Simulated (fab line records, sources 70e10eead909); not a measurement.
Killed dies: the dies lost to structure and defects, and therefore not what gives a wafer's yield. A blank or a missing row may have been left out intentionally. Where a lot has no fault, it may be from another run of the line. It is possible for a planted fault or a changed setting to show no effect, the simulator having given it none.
A struck lot beside a sound one    flow nand_harc    15 out of 1159 route steps
Sound: wafers L299.2, L299.3, L299.5. Struck: wafer L309.4. (L309.1 of the same lot was not struck and is left out.) The cause comes at the end.
Order at every step that has rows: each side's tool, ch and its chambers, its first start. Under that, the readings that differ: sound wafers    struck wafers    difference of the means    sigmas: that difference in standard deviations of wafers without a fault.
alike: words and numbers the same on both sides, and readings whose means are apart by under 2 such deviations; not compared: readings that were withheld, readings missing a value for some wafer, numbers with overlapping values and no deviation given by the record, and bounds like >300 which may hide the same value.
The two part at a step that has a row with sigmas, a row that says differs or no value, or rows on one side only. Numbers that don't overlap but have no deviation are shown without sigmas and don't part them. A reading that every wafer of one side lacks parts them only if that side has two wafers or more.

NHARC_A_BLC_DESCUM_15: chemistry O2, time 3 s.
  sound on rie_diel-12 ch 2,3, day 17 21:08; struck on rie_diel-05 ch 1, day 19 12:30
  alike: drypump_motor_current_A, oes_product_au, rf_vpp_V, showerhead_plenum_p_Torr, throttle_valve_pct
  not compared: rf_hours_counter_h
NHARC_A_BLC_ETCH_16: etches the open film in CF4, target depth 39 nm, time 65 s.
  sound on rie_diel-12 ch 0,2,3, day 17 21:13; struck on rie_diel-05 ch 0, day 19 12:36
  alike: drypump_motor_current_A, oes_product_au, rf_vpp_V, showerhead_plenum_p_Torr, throttle_valve_pct
  not compared: rf_hours_counter_h
then, 2 steps without rows for these wafers: NHARC_A_BLC_ETCH_17 (etches the open film in N2/H2, target depth 390 nm, time 609.38 s); NHARC_A_BLC_ETCH_18 (etches the open film in C4F8/O2/Ar, target depth 910 nm).
NHARC_A_BLC_CD_MEAS_19:
  sound: cd_sem-01 at day 17 22:07; struck: cd_sem-02 at day 19 13:29
  alike: cd_nm
NHARC_A_BLC_STRIP_29: strips in CF4.
  sound on rie_diel-12 ch 0,1,2, day 17 22:11; struck on rie_diel-12 ch 3, day 19 13:35
reading       sound           struck  difference  sigmas
rf_vpp_V (V)  58.9 58.5 58.4  60.9    +2.3        +2
  alike: drypump_motor_current_A, oes_product_au, showerhead_plenum_p_Torr, throttle_valve_pct
  not compared: rf_hours_counter_h
NHARC_A_BLC_STRIP_21: strips in O2.
  sound on rie_diel-12 ch 1,3, day 17 22:17; struck on rie_diel-12 ch 2, day 19 13:41
  alike: drypump_motor_current_A, oes_product_au, rf_vpp_V, showerhead_plenum_p_Torr, throttle_valve_pct
  not compared: rf_hours_counter_h
then, 1 step without rows for these wafers: NHARC_A_BLC_STRIP_22 (strips in post etch residue remover, time 600 s).
NHARC_A_BLC_DEGAS_30: time 60 s.
  sound: pvd_sputter-03 at day 17 22:44; struck: pvd_sputter-03 at day 19 14:08
  alike: heater_power_w
then, 3 steps without rows for these wafers: NHARC_A_BLC_PRE_CLEAN_31 (time 15 s); NHARC_A_BLC_PVD_32 (deposits Ti, target thk 5 nm, time 17.7 s); NHARC_A_BLC_ALD_23 (deposits TiN, target thk 3 nm, pulse time 1 s, ald cycles 150).
NHARC_A_BLC_CVD_24: deposits W, target thk 150 nm, time 434 s.
  sound on cvd_w-02 ch 0, day 17 23:09; struck on cvd_w-01 ch 1, day 19 14:55
reading                 sound        struck  difference  sigmas
throttle_valve_pct (%)  7.1 7.5 7.2  8.2     +0.9        +3
  alike: heater_power_w, mfc_wf6_sccm
NHARC_A_BLC_CMP_25: polishes, t overpolish 30 s, target thk 150 nm.
  sound on cmp-02 ch 0,2, day 17 23:42; struck on cmp-02 ch 3, day 19 15:28
reading                 sound           struck  difference  sigmas
time_to_endpoint_s (s)  30.3 31.6 29.5  10.4    -20.1       -9
  alike: motor_current_A, overpolish_run_s
next, for these wafers, 1 step has no rows: NHARC_END_SORT_01.

WHERE THEY PART
Earliest at NHARC_A_BLC_STRIP_29; latest, in this record, at NHARC_A_BLC_CMP_25.

WHY: what had been put in by the simulator
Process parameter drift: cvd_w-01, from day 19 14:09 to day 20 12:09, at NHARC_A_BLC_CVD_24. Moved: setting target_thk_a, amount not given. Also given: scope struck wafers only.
